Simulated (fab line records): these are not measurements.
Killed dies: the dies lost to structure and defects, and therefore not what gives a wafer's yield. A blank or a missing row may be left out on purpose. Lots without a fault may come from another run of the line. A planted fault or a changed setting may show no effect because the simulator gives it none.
Comparing a struck lot with a sound one -- flow n5-finfet -- 39 out of 1938 route steps
Sound: the wafers L880.1, L880.4, L880.6. Struck: wafer L886.4. (L886.6 of the same lot was not struck and is left out.) The cause comes at the end.
Each step with rows lists, per side, the tool, then ch with its chambers, then its first start. Under that, the readings that differ: sound wafers -- struck wafers -- difference of the means -- sigmas: that difference in standard deviations of wafers without a fault.
alike: readings with means less than 2 such deviations apart, plus words and numbers identical on both sides. not compared: withheld readings, readings lacking a value on some wafer, bounds such as >300 that could conceal the same value, and numbers that have no deviation in the record and whose values overlap.
A row with sigmas, a row that says differs or no value, or rows on one side alone: a step with any of these is where the two part. When numbers do not overlap yet have no deviation, they are printed without sigmas and do not part them. A reading that every wafer of one side lacks parts them only if that side has two wafers or more.

first, 11 steps without rows for these wafers: N5_BEOL_M2_SPUTTER_92 (material Cu, target thk 4.5 nm, time 8.29 s); N5_BEOL_M2_ANNEAL_93 (time 240 s); N5_BEOL_M2_SPUTTER_94 (material Cu, target thk 4.5 nm, time 8.29 s); N5_BEOL_M2_ANNEAL_95 (time 240 s); N5_BEOL_M2_SPUTTER_96 (material Cu, target thk 4.5 nm, time 8.29 s); N5_BEOL_M2_ECD_50 (material Cu, target thk 300 nm); N5_BEOL_M2_ANNEAL_51 (time 90 s); N5_BEOL_M2_CMP_52 (polishes, stops on SiOC, t overpolish 6.8 s, target thk 40 nm); N5_BEOL_M2_PRE_CLEAN_60 (time 15 s); N5_BEOL_M2_CO_CAP_55 (material Co, precursor CCTBA/H2, target thk 2 nm, time 102.1 s); N5_BEOL_M2_PRE_CLEAN_56 (time 15 s).
N5_BEOL_M2_DEP_57: deposits SiCN from 3MS/NH3, target thk 8 nm, time 14 s.
  sound on pecvd-04 ch 0,1, day 11 04:47; struck on pecvd-03 ch 0, day 12 03:25
reading,sound,struck,difference,sigmas
model.SiCN_of_BEOL_M2_DEP_57.thk-nm (nm),8 8.2 8.2,3,-5,
  alike: showerhead-plenum-p-Torr, throttle-valve-pct
then, 22 steps without rows for these wafers: N5_BEOL_M3_ILD_DEP_00 (deposits SiOC from DEMS/O2, target thk 79 nm, time 15.3 s); N5_BEOL_M3_PECVD_72 (deposits SiO2 from TEOS/O2, target thk 16 nm, time 18 s); N5_BEOL_M3_HM_DEP_02 (deposits TiN, target thk 20 nm); N5_BEOL_M3_COAT_61 (time 60 s, resist thk 60 nm); N5_BEOL_M3_COAT_62 (time 60 s, resist thk 12 nm); N5_BEOL_M3_COAT_73 (time 60 s, resist thk 5 nm); N5_BEOL_M3_COAT_05 (resist thk 30 nm); N5_BEOL_M3_EBR_07; N5_BEOL_M3_SOFTBAKE_06 (time 60 s); N5_BEOL_M3_EXPOSE_08 (exposes mask M3); N5_BEOL_M3_PEB_09 (peb time 60 s); N5_BEOL_M3_DEVELOP_10 (develop time 30 s); N5_BEOL_M3_DESCUM_16 (chemistry O2, time 7 s); N5_BEOL_M3_ETCH_74 (etches underlayer in N2/H2, target depth 6.5 nm, time 5.2 s); N5_BEOL_M3_ETCH_63 (etches SiARC in CF4, target depth 15.6 nm, time 26 s); N5_BEOL_M3_ETCH_64 (etches SOC in N2/H2, target depth 75 nm, overetch 15 nm, time 112.5 s); N5_BEOL_M3_STRIP_65 (strips in N2/H2); N5_BEOL_M3_STRIP_75 (strips in N2/H2); N5_BEOL_M3_STRIP_66 (strips in CF4); N5_BEOL_M3_HM_OPEN_17 (chemistry Cl2/BCl3, target TiN, target depth 20 nm, overetch 6 nm); N5_BEOL_M3_STRIP_19 (strips in O2); N5_BEOL_M3_COAT_67 (time 60 s, resist thk 60 nm).
N5_BEOL_M3_CMP_52: polishes, stops on SiOC, t overpolish 6.8 s, target thk 40 nm.
  sound on cmp-01 ch 0,1,3, day 11 11:55; struck on cmp-01 ch 2, day 12 21:00
reading,sound,struck,difference,sigmas
model.Cu_of_BEOL_M3_ECD_50.thk-nm (nm),41 41.2 42,34.6,-6.8,
  alike: barrier-field-endpoint-s, motor-current-A, overpolish-run-s, platen-rpm, time-to-endpoint-s
N5_BEOL_M3_THK_MEAS_53: measures by xrf.
  struck on film-metro-01, day 12 21:13; sound on film-metro-01, day 11 12:11
reading,sound,struck,difference,sigmas
M3_THK (nm),40.9 41.3 42.0,34.4,-7.0,-5
N5_BEOL_M3_RS_MEAS_58: a four-point-probe measurement.
  struck on film-metro-01, day 12 21:31; sound on film-metro-01, day 11 12:26
reading,sound,struck,difference,sigmas
M3_RS (ohm/sq),0.649 0.643 0.627,0.804,+0.164,+6
N5_BEOL_M4_RC_MEAS_101:
  sound on prober-02 ch 0, day 11 21:25; struck on prober-01 ch 0, day 13 08:10
  alike: DIBL_N, DIBL_P, IOFF_N, IOFF_P, ION_N, ION_P, SS_N, SS_P, VT_N, VT_P
-- here the record skips 4 days between the struck wafers' starts before and after, leaving off in module BEOL_M4 and picking up in module PASSIVATION (first step shown: number 1936 of the route) --
N5_PASSIVATION_PROBE_49:
  struck on prober-02, day 17 08:44; sound on prober-01, day 16 04:10
reading,sound,struck,difference,sigmas
killed_at_M4_up,21 20 35,4,-21,-4
  alike: defect-limited-yield, killed_at_M0_to_M3, killed-at-contacts, killed-at-front-end, killed-at-other, killed-dies, killed-open, killed-short, sort_bin_5_function, sort_bin_6_memory, sort-n-pass, sort-yield-pct

## WHERE THEY PART
Last at N5_PASSIVATION_PROBE_49 as far as this record goes, first at N5_BEOL_M3_THK_MEAS_53.

WHY: what the simulator had put in
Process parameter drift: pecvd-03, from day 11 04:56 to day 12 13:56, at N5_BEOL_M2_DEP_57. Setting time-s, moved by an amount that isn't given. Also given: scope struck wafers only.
